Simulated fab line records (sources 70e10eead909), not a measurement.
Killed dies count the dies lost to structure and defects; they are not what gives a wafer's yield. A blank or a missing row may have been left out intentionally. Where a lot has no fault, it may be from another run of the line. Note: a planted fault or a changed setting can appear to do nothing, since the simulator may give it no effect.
Which of the tools did it?	flow nand-harc	Sampling: 12 lots, 36 wafers, 5 of 1159 route steps

## WHAT EACH GAUGE READ, for each wafer
NHARC_END_SORT_01. Usual: killed-at-array 26, standard deviation 10; killed-at-other 0.5, standard deviation 0.87; killed-at-periphery 3.0, standard deviation 2.5; killed-dies 29, standard deviation 11; killed-open 3.3, standard deviation 1.9; killed-short 1.8, standard deviation 1.5.
lot	measured	on	killed-at-array	killed-at-other	killed-at-periphery	killed-dies	killed-open	killed-short	flag
L123	day 21 11:19	prober-02	23 67 19	0 0 0	2 0 2	25 67 21	1 4 3	6 2 1	
L126	day 22 08:18	prober-01	15 61 23	1 0 1	5 3 3	21 64 27	4 3 7	1 0 3	
L129	day 23 07:49	prober-02	40 26 34	1 0 0	2 3 6	43 29 40	5 4 5	2 2 4	

## WHAT TOOL EACH LOT RAN ON (gives the tool, then ch and the chambers of the sampled wafers, and finally the start)
lot	NHARC_A_CONTACT_STRIP_103	NHARC_THIN_TSV_ANNEAL_52	NHARC_THIN_TSV_DEGAS_53	NHARC_THIN_TSV_ETCH_59
L115	rie-diel-03 ch 0,1,3, day 16 18:28	rtp-anneal-02 ch 0, day 18 20:17	pvd-sputter-03, day 18 21:06	rie-metal-02 ch 0,1, day 18 22:32
L118	rie-diel-02 ch 2,3, day 16 21:06	rtp-anneal-02 ch 0, day 18 21:38	pvd-sputter-03, day 18 22:23	rie-metal-03 ch 0,1, day 18 23:44
L122	rie-diel-11 ch 0,2,3, day 18 09:40	rtp-anneal-01 ch 0, day 20 15:04	pvd-sputter-01, day 20 15:47	rie-metal-01 ch 0,1, day 20 17:28
L123	rie-diel-11 ch 2,3, day 19 01:12	rtp-anneal-01 ch 0, day 21 00:29	pvd-sputter-01, day 21 01:18	rie-metal-01 ch 0, day 21 02:35
L128	rie-diel-02 ch 0,2, day 19 09:17	rtp-anneal-02 ch 0, day 21 04:30	pvd-sputter-02, day 21 05:13	rie-metal-01 ch 0,1, day 21 06:43
L127	rie-diel-02 ch 0,2,3, day 19 18:11	rtp-anneal-01 ch 0, day 21 22:04	pvd-sputter-01, day 21 22:52	rie-metal-02 ch 0,1, day 22 00:11
L126	rie-diel-11 ch 0,2,3, day 19 19:01	rtp-anneal-02 ch 0, day 21 21:03	pvd-sputter-02, day 21 21:48	rie-metal-01 ch 0,1, day 21 23:08
L129	rie-diel-03 ch 0,2,3, day 20 17:18	rtp-anneal-01 ch 0, day 22 21:10	pvd-sputter-02, day 22 21:53	rie-metal-02 ch 0,1, day 22 23:16
L131	rie-diel-03 ch 0,1,3, day 21 04:26	rtp-anneal-01 ch 0, day 23 11:55	pvd-sputter-03, day 23 12:43	rie-metal-03 ch 0,1, day 23 14:08
L135	rie-diel-02 ch 1,2,3, day 21 23:47	rtp-anneal-01 ch 0, day 23 19:22	pvd-sputter-03, day 23 20:07	rie-metal-01 ch 0,1, day 23 21:35
L136	rie-diel-03 ch 0,2,3, day 22 10:32	rtp-anneal-01 ch 0, day 24 12:37	pvd-sputter-02, day 24 13:20	rie-metal-03 ch 0,1, day 24 14:52
L138	rie-diel-02 ch 0,1,3, day 22 14:22	rtp-anneal-01 ch 0, day 24 15:13	pvd-sputter-02, day 24 16:01	rie-metal-01 ch 0,1, day 24 17:19
- NHARC_A_CONTACT_STRIP_103: strips in N2/H2.
- NHARC_THIN_TSV_ANNEAL_52: time 90 s.
- NHARC_THIN_TSV_DEGAS_53: time 60 s.
- NHARC_THIN_TSV_ETCH_59: etches the open film in Cl2/BCl3, target depth 880 nm, time 138.1 s.

## WHAT THE TOOLS THEMSELVES READ (means of the sampled wafers that have a number; where no wafer has one, the mark that the record gives instead)
NHARC_THIN_TSV_ANNEAL_52. Usual: wafer_temp_C_max 226.0, standard deviation 0.32.
lot	tool	wafer_temp_C_max	flag
L115	rtp-anneal-02	226.4	
L118	rtp-anneal-02	226.2	
L122	rtp-anneal-01	225.8	
L123	rtp-anneal-01	225.7	
L128	rtp-anneal-02	226.6	
L127	rtp-anneal-01	226.1	
L126	rtp-anneal-02	226.2	
L129	rtp-anneal-01	226.0	
L131	rtp-anneal-01	225.6	
L135	rtp-anneal-01	225.8	
L136	rtp-anneal-01	225.9	
L138	rtp-anneal-01	225.9	

NHARC_THIN_TSV_DEGAS_53. Usual: heater-power-w 473 W, standard deviation 45.
lot	tool	heater-power-w (W)	flag
L115	pvd-sputter-03	480	
L118	pvd-sputter-03	532	
L122	pvd-sputter-01	442	
L123	pvd-sputter-01	438	
L128	pvd-sputter-02	517	
L127	pvd-sputter-01	441	
L126	pvd-sputter-02	452	
L129	pvd-sputter-02	472	
L131	pvd-sputter-03	520	
L135	pvd-sputter-03	505	
L136	pvd-sputter-02	477	
L138	pvd-sputter-02	492	

NHARC_THIN_TSV_ETCH_59. Usual: drypump-motor-current-A 5.93 A, standard deviation 0.24; oes-product-au 0.999 a.u., standard deviation 0.0071; throttle-valve-pct 22.265 %, standard deviation 0.0092.
lot	tool	drypump-motor-current-A (A)	oes-product-au (a.u.)	throttle-valve-pct (%)	flag
L115	rie-metal-02	5.71	1.003	22.265	
L118	rie-metal-03	5.92	1.005	22.256	
L122	rie-metal-01	5.98	1.002	22.266	
L123	rie-metal-01	5.93	1.001	22.259	
L128	rie-metal-01	5.97	1.004	22.266	
L127	rie-metal-02	5.73	0.993	22.259	
L126	rie-metal-01	5.93	1.002	22.265	
L129	rie-metal-02	6.03	0.992	22.273	
L131	rie-metal-03	5.90	0.995	22.270	
L135	rie-metal-01	5.90	0.996	22.267	
L136	rie-metal-03	5.90	0.994	22.264	
L138	rie-metal-01	5.97	0.999	22.266	

## THE ANSWER, worked out from the rows above alone
Rule: a lot counts as off when the mean over its wafers that have a number is more than 3 standard deviations away from the usual mean. A lot without any number at a reading at which 4 lots or more have one is off too. The other lots that the step has rows for count as sound. After the gauges, taken in route order, come the tools' own readings; for these a lot's mean is taken, as printed above. The first step at which some lot is off is used, and at that step the reading that is off furthest; a lot without a number counts as furthest.
No lot is off on any of the readings shown, so nothing can be concluded from this.

## WHAT WAS PUT IN BY THE SIMULATOR
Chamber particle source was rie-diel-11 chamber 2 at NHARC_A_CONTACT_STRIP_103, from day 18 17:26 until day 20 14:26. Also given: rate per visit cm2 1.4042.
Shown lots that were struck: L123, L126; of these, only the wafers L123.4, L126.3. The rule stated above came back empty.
